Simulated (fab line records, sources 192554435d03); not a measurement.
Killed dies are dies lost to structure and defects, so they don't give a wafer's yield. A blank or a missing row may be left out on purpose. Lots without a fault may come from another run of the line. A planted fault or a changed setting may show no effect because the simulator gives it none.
Chamber matching | flow n5_finfet | N5_BEOL_M2_ETCH_70 on rie_diel-04: 4 sister chambers
The step etches SOC in N2/H2, target depth 80 nm, overetch 24 nm, time 130 s. 7 wafers are shown with their chamber, then 7 later ones without.

WAFERS WITH THEIR CHAMBER
wafer  | chamber | throttle_valve_pct (%) | drypump_motor_current_A (A)
L080.4 | 0       | 17.27                  | 6.2
L080.6 | 1       | 18.00                  | 5.5
L083.1 | 2       | 17.51                  | 5.1
L083.2 | 3       | 17.84                  | 5.5
L083.4 | 0       | 17.26                  | 6.2
L088.1 | 2       | 17.54                  | 5.2
L088.3 | 3       | 17.88                  | 5.5

WAFERS WITHOUT THEIR CHAMBER
wafer  | throttle_valve_pct (%) | drypump_motor_current_A (A)
L088.4 | 17.29                  | 6.3
L091.2 | 17.31                  | 6.3
L091.5 | 17.89                  | 5.5
L091.6 | 17.32                  | 6.2
L092.1 | 18.04                  | 5.5
L092.4 | 17.55                  | 5.1
L092.6 | 17.30                  | 6.3

WHICH CHAMBER EACH WENT THROUGH
wafer  | from the rows above | in truth
L088.4 | 0                   | 0
L091.2 | 0                   | 0
L091.5 | 3                   | 3
L091.6 | 0                   | 0
L092.1 | 1                   | 1
L092.4 | 2                   | 2
L092.6 | 0                   | 0
Placed correctly: 7 of 7. Can't be placed from these rows: 0. Placed wrongly: 0.
How it was worked out, from the rows above alone: a wafer's distance from a chamber is the root of the sum, over the readings, of the square of ((its reading less the chamber's mean) divided by the reading's scatter). The wafer belongs to the nearest chamber; if the next one is less than 2 further off, it can't be placed. A chamber's mean is the mean of its shown wafers. The scatter: the root of (the sum of the squares of (reading less its chamber's mean) over the shown wafers, divided by (wafers less chambers)).
